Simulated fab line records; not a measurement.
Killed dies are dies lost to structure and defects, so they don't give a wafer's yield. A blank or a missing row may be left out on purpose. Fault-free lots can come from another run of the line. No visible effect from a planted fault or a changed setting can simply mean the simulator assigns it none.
Matching of chambers    flow nand harc    4 sister chambers for NHARC_P_GATE_STRIP_108 on rie diel-05
The step strips in O2. 8 wafers are shown with their chamber, then 9 later ones without.

## WAFERS PAIRED WITH THEIR CHAMBERS
wafer   chamber  showerhead plenum p Torr (Torr)  drypump motor current A (A)
L076.4  2        3.74                             5.0
L079.5  1        3.36                             5.9
L082.6  3        3.51                             6.1
L086.1  2        3.73                             5.0
L086.4  3        3.51                             6.1
L088.1  1        3.36                             5.8
L088.2  0        3.63                             5.1
L088.5  0        3.63                             5.1

## WAFERS WITH NO CHAMBER GIVEN
wafer   showerhead plenum p Torr (Torr)  drypump motor current A (A)
L089.4  3.51                             6.1
L089.5  3.63                             5.1
L089.6  3.51                             6.0
L090.1  3.51                             6.1
L090.4  3.63                             5.1
L090.5  3.36                             5.8
L096.3  3.51                             6.1
L096.4  3.36                             5.8
L096.5  3.51                             6.0

## THE CHAMBER EACH PASSED THROUGH
wafer   from the rows above  in truth
L089.4  3                    3
L089.5  0                    0
L089.6  3                    3
L090.1  3                    3
L090.4  0                    0
L090.5  1                    1
L096.3  3                    3
L096.4  1                    1
L096.5  3                    3
9 of 9 placed correctly. Not placeable from these rows: 0. Placed wrongly: 0.
How it was worked out, from the rows above alone: a wafer's distance from a chamber is the root of the sum, over the readings, of the square of ((its reading less the chamber's mean) divided by the reading's scatter). The wafer belongs to the nearest chamber; if the next one is less than 2 further off, it can't be placed. The mean given for a chamber averages the wafers shown for that chamber. The scatter: take each reading less its chamber's mean, square it, sum over the shown wafers, divide by the number of wafers less the number of chambers, and take the root.
